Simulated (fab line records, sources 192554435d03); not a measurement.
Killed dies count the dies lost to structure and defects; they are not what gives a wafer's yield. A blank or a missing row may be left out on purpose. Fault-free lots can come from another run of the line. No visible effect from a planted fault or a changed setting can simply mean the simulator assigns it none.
A lot that was struck, set against a sound lot + flow n5-finfet + 17 steps out of a route of 1938
Sound: these wafers, L887.1, L887.2, L887.4. Struck: wafer L904.5. (L904.1, L904.6 of the same lot were not struck and are left out.) The cause comes at the end.
For every step that has rows: the tool of each side, followed by ch and its chambers, followed by its first start. Under that, the readings that differ: sound wafers + struck wafers + difference of the means + sigmas: that difference in standard deviations of wafers without a fault.
alike: readings with means less than 2 such deviations apart, plus words and numbers identical on both sides. not compared: withheld readings, readings lacking a value on some wafer, bounds such as >300 that could conceal the same value, and numbers that have no deviation in the record and whose values overlap.
Wherever a step has rows on one side only, a row that says differs or no value, or a row with sigmas, the two part there. When numbers do not overlap yet have no deviation, they are printed without sigmas and do not part them. A reading that every wafer of one side lacks parts them only if that side has two wafers or more.

first, 9 steps without rows for these wafers: N5_BEOL_M5_COAT_59 (time 60 s, resist thk 60 nm); N5_BEOL_M5_COAT_60 (time 60 s, resist thk 12 nm); N5_BEOL_M5_COAT_71 (time 60 s, resist thk 5 nm); N5_BEOL_M5_COAT_05 (resist thk 30 nm); N5_BEOL_M5_EBR_07; N5_BEOL_M5_SOFTBAKE_06 (time 60 s); N5_BEOL_M5_EXPOSE_08 (exposes mask M5, target cd 28 nm); N5_BEOL_M5_PEB_09 (peb time 60 s); N5_BEOL_M5_DEVELOP_10 (develop time 30 s).
N5_BEOL_M5_CD_MEAS_11 targets a cd of 27.74 nm.
  sound on cd-sem-03 ch 0, day 10 01:03; struck on cd-sem-02 ch 0, day 13 23:26
  alike: cd-nm
N5_BEOL_M5_OVL_MEAS_12:
  sound on overlay-01 ch 0, day 10 01:05; struck on overlay-02 ch 0, day 13 23:28
  alike: M5_OVL
N5_BEOL_M5_INSPECT_13: inspects for defects (brightfield).
  sound: defect-inspect-02 at day 10 01:08; struck: defect-inspect-02 at day 13 23:32
| reading          | sound       | struck | difference | sigmas |
|------------------|-------------|--------|------------|--------|
| raw-defect-count | 377 371 408 | 981    | +596       | +5     |
N5_BEOL_M5_DESCUM_16: chemistry O2, time 7 s.
  sound on rie-diel-01 ch 0,1, day 10 01:10; struck on rie-diel-01 ch 3, day 13 23:34
| reading                                      | sound          | struck | difference | sigmas |
|----------------------------------------------|----------------|--------|------------|--------|
| model.CAR-EUV_of_BEOL_M5_COAT_05.thk-nm (nm) | 26.2 26.2 26.2 | 27.6   | +1.4       |        |
  alike: drypump-motor-current-A, oes-product-au, rf-vpp-V, showerhead-plenum-p-Torr, throttle-valve-pct
  not compared: rf-hours-counter-h, model.BEOL_M5.cd-nm
N5_BEOL_M5_ETCH_72: etches underlayer in N2/H2, target depth 6.5 nm, time 5.2 s.
  sound on rie-diel-01 ch 0,1, day 10 01:13; struck on rie-diel-01 ch 3, day 13 23:36
  alike: bias-w, drypump-motor-current-A, etch-rf-on-time-s, oes-product-au, rf-vpp-V, showerhead-plenum-p-Torr, throttle-valve-pct
  not compared: rf-hours-counter-h
N5_BEOL_M5_ETCH_61: etches SiARC in CF4, target depth 15.6 nm, time 26 s.
  sound on rie-diel-01 ch 0,1, day 10 01:13; struck on rie-diel-01 ch 3, day 13 23:37
  alike: bias-w, drypump-motor-current-A, etch-rf-on-time-s, oes-product-au, rf-vpp-V, showerhead-plenum-p-Torr, throttle-valve-pct
  not compared: rf-hours-counter-h, model.BEOL_M5.cd-nm
N5_BEOL_M5_ETCH_62: etches SOC in N2/H2, target depth 75 nm, overetch 15 nm, time 112.5 s.
  sound on rie-diel-01 ch 0,1, day 10 01:15; struck on rie-diel-01 ch 3, day 13 23:39
  alike: bias-w, drypump-motor-current-A, oes-product-au, rf-vpp-V, showerhead-plenum-p-Torr, throttle-valve-pct
  not compared: rf-hours-counter-h
N5_PASSIVATION_PROBE_49:
  the record has rows for the sound wafers here (prober-01, day 14 23:28) and none for the struck ones

## WHERE THEY PART
Earliest at N5_BEOL_M5_INSPECT_13; latest, in this record, at N5_PASSIVATION_PROBE_49.

WHY: what had been put in by the simulator
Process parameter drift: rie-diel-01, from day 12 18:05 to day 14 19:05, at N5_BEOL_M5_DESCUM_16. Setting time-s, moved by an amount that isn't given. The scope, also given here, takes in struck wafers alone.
